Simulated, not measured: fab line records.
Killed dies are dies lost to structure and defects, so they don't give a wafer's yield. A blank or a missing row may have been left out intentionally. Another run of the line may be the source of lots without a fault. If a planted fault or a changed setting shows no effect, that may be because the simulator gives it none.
fab line records	flow n5Finfet
[record] lots = 6	wafers = 18	lastDay = 20
route steps=1938 shown GATE_CUT@499 BEOL_M4@1111
lots with no fault: from the same line, run without faults
startH: hours from the record's first day to the start of the lot's first wafer shown	waitH: time in hours since the lot's previous step	" identical to the entry in the row above	L1.1+2: a row that stands for several wafers	- no value present, or no start provided	* or withheld: withheld	< > ~ a bound
route shown NAME@n: NAME is a module with steps in the file, n the number in the route of the first one	usual: mean and standard deviation over wafers with no fault	same: alike in all rows	chamber/n: place in a boat	sites: the reading at each site	_std_site: the standard deviation of these	_edge_site: outer sites' mean less inner sites'	radiusMm: for every site, how far away it sits from the centre of the wafer	mask NAME#n: copy n	behind: tool/chamber where the wafer was last shaped	hold: what put the lot on hold/how long, in hours/how the hold closed	device: the transistor (n, p or np) that didn't switch	end of line: the tests these same wafers got at the end of their route	a step without rows: its recipe alone	killed: dies that structure and defects cost at the first sort, which is not the same as the wafer's yield	map: shows each die of a wafer: x if killed, . if not, _ if none is there
set.NAME: the setting as run; set.NAME@STEP: as run at that earlier step	model.NAME: the simulator's own value behind a step, which no gauge read
lots at selected steps of the route; one table per step, one row per wafer
services: from which hour (startH, from the record's first day; less than 0 if before it) a tool's chamber was out of use, for how many hours, and why
[[steps]]
[step N5_GATE_CUT_ETCH_19]
[recipe] chemistry = CH3F/O2	target = SiNx	maskMaterial = SiO2	targetDepthA = 537	timeS = 76.7	pressureMtorr = 30	sourceW = 395	biasW = 73	Ar_flow_sccm = 150	CH3F_flow_sccm = 30	O2_flow_sccm = 20	ionEnergyEv = 120	ends = cleared
[step N5_GATE_CUT_CUT_ETCH_53]
[recipe] chemistry = SF6/Cl2	target = W	maskMaterial = SiO2	targetDepthA = 792	pressureMtorr = 8	icpW = 900	biasW = 80	SF6_flow_sccm = 40	Cl2_flow_sccm = 60	ends = cleared
[usual] drypumpMotorCurrentA = 5.96/0.12	etchRfOnTimeS = 26.22/0.27	oesProductAu = 0.73/0.097	throttleValvePct = 28.68/0.25
lot.wafer	tool	chamber	startH	waitH	drypumpMotorCurrentA	etchRfOnTimeS	oesProductAu	rfHoursCounterH	throttleValvePct
L930.2	rieMetal-02	0	84.68	0.1	6.14	26.41	0.74	33	29.07
L930.4	"	0	"	"	6.12	26.18	0.75	-	29.07
L930.6	"	0	"	"	6.16	26.46	0.75	-	29.08
L934.2	rieMetal-01	0	108.23	0.1	6.03	26.49	0.59	99	28.44
L934.3	"	0	"	"	6.04	26.10	0.59	-	28.46
L934.5	"	1	"	"	5.89	26.29	0.81	-	28.55
L940.1	rieMetal-01	1	144.00	0.1	5.84	26.24	0.78	15	28.55
L940.3	"	0	"	"	6.03	26.15	0.59	-	28.47
L940.6	"	0	"	"	6.05	25.87	0.59	-	28.46
L941.1	rieMetal-01	0	151.25	0.1	6.06	26.08	0.59	105	28.47
L941.5	"	0	"	"	6.07	25.85	0.59	-	28.47
L941.6	"	1	"	"	5.92	26.00	0.79	-	28.58
L949.1	rieMetal-03	0	207.04	0.1	5.79	25.98	0.84	6	29.11
L949.2	"	1	"	"	5.96	26.21	0.85	4	28.58
L949.6	"	1	"	"	5.94	26.07	0.85	-	28.57
L952.1	rieMetal-01	0	227.32	0.1	6.03	26.35	0.58	109	28.48
L952.4	"	0	"	"	6.03	26.35	0.57	-	28.49
L952.5	"	1	"	"	5.90	26.70	0.76	-	28.58
[step N5_GATE_CUT_CUT_ETCH_54]
[recipe] chemistry = Cl2/BCl3	target = TiN	maskMaterial = SiO2	targetDepthA = 967	pressureMtorr = 10	icpW = 1000	biasW = 126	Cl2_flow_sccm = 53.25	bcl3FlowSccm = 21.75	Ar_flow_sccm = 25	ends = cleared
[usual] bcl3FlowSccm = 21.77/0.064	drypumpMotorCurrentA = 5.96/0.12	etchRfOnTimeS = 36.6/0.35	oesProductAu = 0.73/0.098	throttleValvePct = 22.06/0.23
lot.wafer	tool	chamber	startH	waitH	bcl3FlowSccm	drypumpMotorCurrentA	etchRfOnTimeS	oesProductAu	rfHoursCounterH	throttleValvePct
L930.2	rieMetal-02	0	84.74	0.0	21.83	6.17	36.2	0.75	33	22.44
L930.4	"	0	"	"	21.75	6.17	35.7	0.75	-	22.44
L930.6	"	0	"	"	21.80	6.16	35.8	0.75	-	22.44
L934.2	rieMetal-01	0	108.29	0.0	21.81	6.04	36.8	0.60	99	21.95
L934.3	"	0	"	"	21.77	6.06	36.6	0.60	-	21.96
L934.5	"	1	"	"	21.71	5.92	36.7	0.81	-	21.88
L940.1	rieMetal-01	1	144.06	0.0	21.84	5.87	36.7	0.78	15	21.89
L940.3	"	0	"	"	21.72	6.03	36.8	0.58	-	21.96
L940.6	"	0	"	"	21.66	6.01	36.3	0.59	-	21.95
L941.1	rieMetal-01	0	151.31	0.0	21.68	6.03	36.7	0.59	105	21.98
L941.5	"	0	"	"	21.64	6.05	36.5	0.59	-	21.98
L941.6	"	1	"	"	21.74	5.85	36.6	0.78	-	21.88
L949.1	rieMetal-03	0	207.10	0.0	21.86	5.82	36.6	0.84	6	22.44
L949.2	"	1	"	"	21.73	5.95	36.6	0.84	4	21.94
L949.6	"	1	"	"	21.74	5.95	36.5	0.85	-	21.94
L952.1	rieMetal-01	0	227.38	0.0	21.73	6.04	36.5	0.58	109	21.98
L952.4	"	0	"	"	21.74	6.04	36.4	0.59	-	21.99
L952.5	"	1	"	"	21.77	5.91	36.7	0.76	-	21.90
[step N5_GATE_CUT_CUT_ETCH_55]
[recipe] chemistry = BCl3	target = HfO2	maskMaterial = SiO2	targetDepthA = 32	ionEnergyEv = 30	pressureMtorr = 5	icpW = 450	biasW = 18	bcl3FlowSccm = 80
[step N5_GATE_CUT_ETCH_47]
[recipe] chemistry = Cl2/BCl3	target = SiO2	targetDepthA = 100	pressureMtorr = 10	icpW = 1000	biasW = 126	Cl2_flow_sccm = 53.25	bcl3FlowSccm = 21.75	Ar_flow_sccm = 25
[usual] bcl3FlowSccm = 21.75/0.064	drypumpMotorCurrentA = 5.95/0.12	oesProductAu = 0.80/0.11	throttleValvePct = 22.60/0.23
lot.wafer	tool	chamber	startH	waitH	bcl3FlowSccm	drypumpMotorCurrentA	oesProductAu	rfHoursCounterH	throttleValvePct
L930.2	rieMetal-02	0	84.83	0.0	21.79	6.17	0.83	34	23.00
L930.4	"	0	"	"	21.79	6.13	0.82	-	22.99
L930.6	"	0	"	"	21.77	6.14	0.82	-	23.00
L934.2	rieMetal-01	0	108.38	0.0	21.80	6.03	0.66	99	22.49
L934.3	"	0	"	"	21.85	6.04	0.66	-	22.48
L934.5	"	1	"	"	21.82	5.89	0.88	-	22.40
L940.1	rieMetal-01	1	144.15	0.0	21.76	5.87	0.86	15	22.42
L940.3	"	0	"	"	21.72	6.03	0.65	-	22.48
L940.6	"	0	"	"	21.81	6.03	0.65	-	22.50
L941.1	rieMetal-01	0	151.40	0.0	21.67	6.03	0.66	105	22.49
L941.5	"	0	"	"	21.72	6.02	0.65	-	22.50
L941.6	"	1	"	"	21.75	5.91	0.86	-	22.44
L949.1	rieMetal-03	0	207.19	0.0	21.82	5.81	0.93	7	22.99
L949.2	"	1	"	"	21.70	5.94	0.94	4	22.48
L949.6	"	1	"	"	21.68	5.95	0.94	-	22.47
L952.1	rieMetal-01	0	227.47	0.0	21.88	6.05	0.64	109	22.50
L952.4	"	0	"	"	21.80	6.03	0.65	-	22.51
L952.5	"	1	"	"	21.71	5.90	0.84	-	22.43
[step N5_GATE_CUT_VAPOR_ETCH_48]
[recipe] chemistry = BCl3/Cl2	target = TiN	mode = isotropic
[step N5_GATE_CUT_VAPOR_ETCH_49]
[recipe] chemistry = BCl3/Cl2	target = TiAlC	mode = isotropic
[usual] drypumpMotorCurrentA = 5.96/0.12	oesProductAu = 0.80/0.11
lot.wafer	tool	chamber	startH	waitH	drypumpMotorCurrentA	oesProductAu
L930.2	rieMetal-02	0	84.89	0.0	6.14	0.83
L930.4	"	0	"	"	6.14	0.83
L930.6	"	0	"	"	6.11	0.83
L934.2	rieMetal-01	0	108.44	0.0	6.04	0.66
L934.3	"	0	"	"	6.02	0.66
L934.5	"	1	"	"	5.90	0.88
L940.1	rieMetal-01	1	144.21	0.0	5.95	0.86
L940.3	"	0	"	"	6.03	0.65
L940.6	"	0	"	"	6.05	0.65
L941.1	rieMetal-01	0	151.46	0.0	6.05	0.65
L941.5	"	0	"	"	6.04	0.64
L941.6	"	1	"	"	5.89	0.85
L949.1	rieMetal-03	0	207.25	0.0	5.78	0.93
L949.2	"	1	"	"	5.97	0.94
L949.6	"	1	"	"	5.93	0.94
L952.1	rieMetal-01	0	227.53	0.0	6.02	0.64
L952.4	"	0	"	"	6.02	0.63
L952.5	"	1	"	"	5.93	0.83
[step N5_GATE_CUT_VAPOR_ETCH_51]
[recipe] chemistry = BCl3/Cl2	target = HfO2	mode = isotropic
[step N5_GATE_CUT_STRIP_21]
[recipe] chemistry = N2/H2	timeS = 30	powerW = 1000	tempC = 250	pressureMtorr = withheld	n2FlowSccm = 1750	h2FlowSccm = 3250
[step N5_GATE_CUT_STRIP_29]
[recipe] chemistry = postEtchResidueRemover	timeS = 60	tempC = 25	removerPh = withheld	removerWaterWtPct = withheld	removerFluorideWtPct = withheld
[step N5_GATE_CUT_SRD_52]
[recipe] dry = ipaMarangoni	timeS = 30	tempC = 23	rinseLiquid = diw
[step N5_GATE_CUT_ALD_22]
[recipe] material = SiNx	targetThkA = 160	tempC = 400	aldPrecursorFamily = SiH2I2	aldCoReactant = N2/H2-plasma	pulseTimeS = 1	aldCycles = 320	purgeTimeS = 2	coReactantPurgeTimeS = 2	pressureTorr = 2
[usual] heaterPowerW = 839/97	precursorPulseHeightRel = 0.997/0.021	susceptorTempC = 400.00/0.24
lot.wafer	tool	chamber	startH	waitH	heaterPowerW	precursorPulseHeightRel	susceptorTempC
L930.2	aldSin-03	1	85.12	0.0	835	0.990	400.11
L930.4	"	0	"	"	707	0.985	399.69
L930.6	"	3	"	"	765	0.972	399.91
L934.2	aldSin-03	2	108.67	0.0	779	1.008	400.48
L934.3	"	0	"	"	709	1.038	400.06
L934.5	"	2	"	"	796	0.992	400.08
L940.1	aldSin-03	3	144.58	0.2	759	0.983	400.02
L940.3	"	1	"	"	850	0.973	399.94
L940.6	"	3	"	"	761	0.983	399.85
L941.1	aldSin-02	0	151.69	0.0	850	0.985	399.89
L941.5	"	1	"	"	873	1.013	400.26
L941.6	"	0	"	"	839	1.016	399.96
L949.1	aldSin-02	1	207.50	0.0	869	0.998	399.81
L949.2	"	2	"	"	1067	0.998	399.77
L949.6	"	0	"	"	841	1.021	399.89
L952.1	aldSin-03	1	227.97	0.0	858	1.025	399.73
L952.4	"	0	"	"	709	1.043	400.41
L952.5	"	3	"	"	762	1.000	400.16
[step N5_GATE_CUT_CMP_23]
[recipe] stopOn = SiO2	tOverpolishS = 23.4	postCmpClean = alkalineBrush	downForcePsi = 2.5	platenRpm = 51.8	padVelocityMS = 1.0307	targetThkNm = 16
[usual] headPressurePsi = 2.500/0.0057	motorCurrentA = 8.6/1.1	overpolishRunS = 23.400/0.0089	retainingRingPressureFrac = 1.000/0.0049	slurryFilterDpKPa = 13.49/0.14	timeToEndpointS = 19.6/1.9
[same] tOverpolishS = 23.4
lot.wafer	tool	chamber	startH	waitH	headPressurePsi	motorCurrentA	overpolishRunS	retainingRingPressureFrac	slurryFilterDpKPa	timeToEndpointS
L930.4	cmp-01	0	86.69	0.8	2.499	7.3	23.398	1.001	13.53	20.2
L930.2	"	1	"	"	2.495	9.9	23.405	1.009	13.53	22.6
L930.6	"	3	"	"	2.503	7.2	23.409	0.983	13.33	20.4
L934.2	cmp-03	0	110.20	0.8	2.495	7.3	23.404	0.999	13.67	19.8
L934.3	"	1	"	"	2.501	9.0	23.408	1.001	13.54	18.8
L934.5	"	3	"	"	2.485	8.6	23.392	0.998	13.68	22.5
L940.1	cmp-03	3	146.07	0.8	2.495	8.6	23.397	1.006	13.57	18.1
L940.3	"	1	"	"	2.503	8.9	23.418	0.997	13.22	20.5
L940.6	"	0	"	"	2.204	6.7	23.414	0.996	13.49	23.5
L941.1	cmp-03	2	153.26	0.8	2.500	11.3	23.398	1.003	13.32	19.5
L941.5	"	0	"	"	2.195	6.8	23.395	0.998	13.64	22.8
L941.6	"	1	"	"	2.501	8.3	23.404	1.005	13.72	17.1
L949.2	cmp-02	3	209.06	0.8	2.500	8.5	23.398	0.996	13.36	20.1
L949.1	"	0	"	"	2.504	8.9	23.380	0.999	13.56	19.6
L949.6	"	1	"	"	2.498	9.3	23.413	0.995	13.20	19.0
L952.4	cmp-01	1	229.46	0.8	2.499	9.7	23.410	1.011	13.61	17.1
L952.1	"	3	"	"	2.499	7.3	23.395	1.001	13.64	18.2
L952.5	"	2	"	"	2.496	8.4	23.406	1.008	13.37	17.0
[step N5_GATE_CUT_THK_MEAS_24]
[recipe] reads = SiO2_of_GATE_CUT_HM_DEP_46+SiO2_flowable_of_ILD0_FCVD_FILL_01
[usual] GC_FILL_THK = 220.5/1.8
lot.wafer	tool	chamber	startH	waitH	GC_FILL_THK[nm]
L930.2	filmMetro-01	-	86.91	-	219.9
L930.4	"	-	"	"	222.9
L930.6	"	-	"	"	221.2
L934.2	filmMetro-02	-	110.46	-	216.8
L934.3	"	-	"	"	218.2
L934.5	"	-	"	"	219.1
L940.1	filmMetro-02	-	146.37	-	219.9
L940.3	"	-	"	"	222.9
L940.6	"	-	"	"	224.3
L941.1	filmMetro-01	-	153.48	-	219.8
L941.5	"	-	"	"	221.6
L941.6	"	-	"	"	222.3
L949.1	filmMetro-01	-	209.28	-	218.2
L949.2	"	-	"	"	219.0
L949.6	"	-	"	"	221.0
L952.1	filmMetro-01	-	229.76	-	220.0
L952.4	"	-	"	"	221.4
L952.5	"	-	"	"	223.8
[step N5_BEOL_M4_RC_MEAS_101]
[usual] DIBL_N = 36.6/1.3	DIBL_P = 36.4/1.4	IOFF_N = 0.167/0.023	IOFF_P = 0.219/0.029	ION_N = 678/8.7	ION_P = 464/6.4	SS_N = 71.5/0.53	SS_P = 73.4/0.57	VT_N = 248.5/2.8	VT_P = -249/3.1
lot.wafer	tool	chamber	startH	waitH	DIBL_N[mV/V]	DIBL_P[mV/V]	IOFF_N[nA/um]	IOFF_P[nA/um]	ION_N[uA/um]	ION_P[uA/um]	SS_N[mV/dec]	SS_P[mV/dec]	VT_N[mV]	VT_P[mV]
L930.2	prober-01	0	185.34	0.2	35.0	34.2	0.146	0.178	678	458	70.6	72.8	248.1	-253
L930.4	"	0	"	"	35.9	35.7	0.161	0.206	684	465	71.0	73.3	246.9	-250
L930.6	"	0	"	"	36.5	35.7	0.169	0.199	686	461	71.4	72.8	247.2	-250
L934.2	prober-02	0	203.08	0.2	37.2	35.2	0.158	0.218	688	472	71.2	73.6	247.7	-249
L934.3	"	0	"	"	38.1	36.9	0.185	0.259	693	478	72.0	73.5	244.5	-246
L934.5	"	0	"	"	35.7	33.5	0.136	0.190	685	467	71.4	71.7	249.4	-250
L941.1	prober-01	0	254.70	0.0	33.7	34.7	0.145	0.229	679	470	71.3	72.7	250.3	-244
L941.5	"	0	"	"	35.5	36.4	0.177	0.247	688	469	71.3	73.7	247.6	-245
L941.6	"	0	"	"	33.3	34.6	0.134	0.224	666	465	70.5	73.0	252.9	-245
L940.1	prober-01	0	283.19	0.0	36.5	36.2	0.178	0.202	677	461	71.8	72.7	246.3	-249
L940.3	"	0	"	"	35.3	35.3	0.153	0.196	667	459	71.9	73.3	248.6	-250
L940.6	"	0	"	"	37.0	37.4	0.185	0.225	681	460	71.5	73.7	243.9	-249
L949.1	prober-01	0	329.98	0.0	35.8	36.1	0.147	0.208	669	460	71.8	73.2	248.5	-251
L949.2	"	0	"	"	36.4	37.0	0.156	0.211	675	469	71.3	73.5	250.8	-251
L949.6	"	0	"	"	36.7	37.4	0.166	0.222	673	463	72.1	73.4	246.6	-251
L952.1	prober-01	0	358.31	0.0	37.9	37.2	0.210	0.253	697	470	72.1	74.1	243.8	-247
L952.4	"	0	"	"	37.9	37.4	0.201	0.252	692	464	71.6	73.8	245.1	-249
L952.5	"	0	"	"	38.7	38.6	0.219	0.272	696	470	71.8	74.6	242.8	-247
[[services]]
tool	chamber	startH	hours	kind
cmp-01	-	60.70	4.1	pm
rieMetal-01	-	64.25	2.8	pm
aldSin-02	-	68.15	0.8	repair
cmp-02	-	84.72	3.1	pm
aldSin-02	-	85.54	14.0	pm
cmp-03	-	113.28	7.0	pm
cmp-02	-	113.89	4.0	pm
rieMetal-03	0	119.40	-	clean
rieMetal-03	0	119.40	23.8	scheduledDown
rieMetal-03	0	119.40	23.8	ventCycle
aldSin-02	1	121.26	3.1	repair
rieMetal-03	-	132.77	14.6	pm
cmp-01	-	141.80	2.4	repair
rieMetal-03	1	147.37	-	clean
rieMetal-03	1	147.37	17.8	scheduledDown
aldSin-02	1	154.93	13.9	repair
cmp-03	-	162.99	4.0	pm
rieMetal-01	1	177.48	3.6	repair
aldSin-02	3	182.80	13.9	repair
cmp-03	-	188.84	1.4	repair
cmp-02	-	192.28	1.1	repair
rieMetal-01	-	192.91	1.4	pm
rieMetal-02	0	207.82	1.5	repair
aldSin-02	0	225.75	11.5	repair
[[key]]
[firstSign] step = N5_GATE_CUT_CMP_23	reading = headPressurePsi	direction = down	sigmas = 53	usual = 2.500	struck = 2.199
effect none on later readings
metAt N5_GATE_CUT_CMP_23
struckWafers L940.6,L941.5
onsetBetween 110.20 146.07
[fault] kind = processParameterDrift	tool = cmp-03	chamber = 0	onsetH = 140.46	steps = N5_GATE_CUT_CMP_23	channel = downForcePsi	offset = -0.30171	shape = step	endH = 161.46	actsIn = theseRecipesOnly	stated = 2.5
